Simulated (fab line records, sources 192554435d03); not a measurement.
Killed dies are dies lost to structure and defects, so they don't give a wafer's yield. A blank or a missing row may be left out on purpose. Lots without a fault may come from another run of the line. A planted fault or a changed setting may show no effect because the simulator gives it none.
Chamber matching | flow n5_finfet | N5_BEOL_M0_SAQP_PECVD_04 on pecvd-02: 3 sister chambers
The step deposits a-Si from SiH4/He, target thk 60 nm, time 60.2 s. 6 wafers are shown with their chamber, then 12 later ones without.

WAFERS WITH THEIR CHAMBER
wafer  | chamber | throttle_valve_pct (%) | showerhead_plenum_p_Torr (Torr)
L086.3 | 0       | 17.6                   | 5.630
L087.4 | 0       | 17.9                   | 5.636
L088.5 | 1       | 19.0                   | 5.673
L089.1 | 2       | 16.6                   | 5.639
L089.5 | 2       | 16.7                   | 5.611
L089.6 | 1       | 19.0                   | 5.658

WAFERS WITHOUT THEIR CHAMBER
wafer  | throttle_valve_pct (%) | showerhead_plenum_p_Torr (Torr)
L091.1 | 18.2                   | 5.640
L091.2 | 16.7                   | 5.621
L091.6 | 17.8                   | 5.638
L092.1 | 17.9                   | 5.628
L092.3 | 17.0                   | 5.637
L092.4 | 16.7                   | 5.620
L095.2 | 18.0                   | 5.628
L095.3 | 16.7                   | 5.628
L095.5 | 19.2                   | 5.680
L097.1 | 18.9                   | 5.661
L097.3 | 16.7                   | 5.611
L097.5 | 17.1                   | 5.621

WHICH CHAMBER EACH WENT THROUGH
wafer  | from the rows above     | in truth
L091.1 | 0                       | 0
L091.2 | 2                       | 2
L091.6 | 0                       | 0
L092.1 | 0                       | 0
L092.3 | 2                       | 2
L092.4 | 2                       | 2
L095.2 | 0                       | 0
L095.3 | 2                       | 2
L095.5 | 1                       | 1
L097.1 | 1                       | 1
L097.3 | 2                       | 2
L097.5 | can't be placed: 2 or 0 | 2
Placed correctly: 11 of 12. Can't be placed from these rows: 1 (the true chamber is among the candidates in 1). Placed wrongly: 0.
How it was worked out, from the rows above alone: a wafer's distance from a chamber is the root of the sum, over the readings, of the square of ((its reading less the chamber's mean) divided by the reading's scatter). The wafer belongs to the nearest chamber; if the next one is less than 2 further off, it can't be placed. A chamber's mean is the mean of its shown wafers. The scatter: the root of (the sum of the squares of (reading less its chamber's mean) over the shown wafers, divided by (wafers less chambers)).
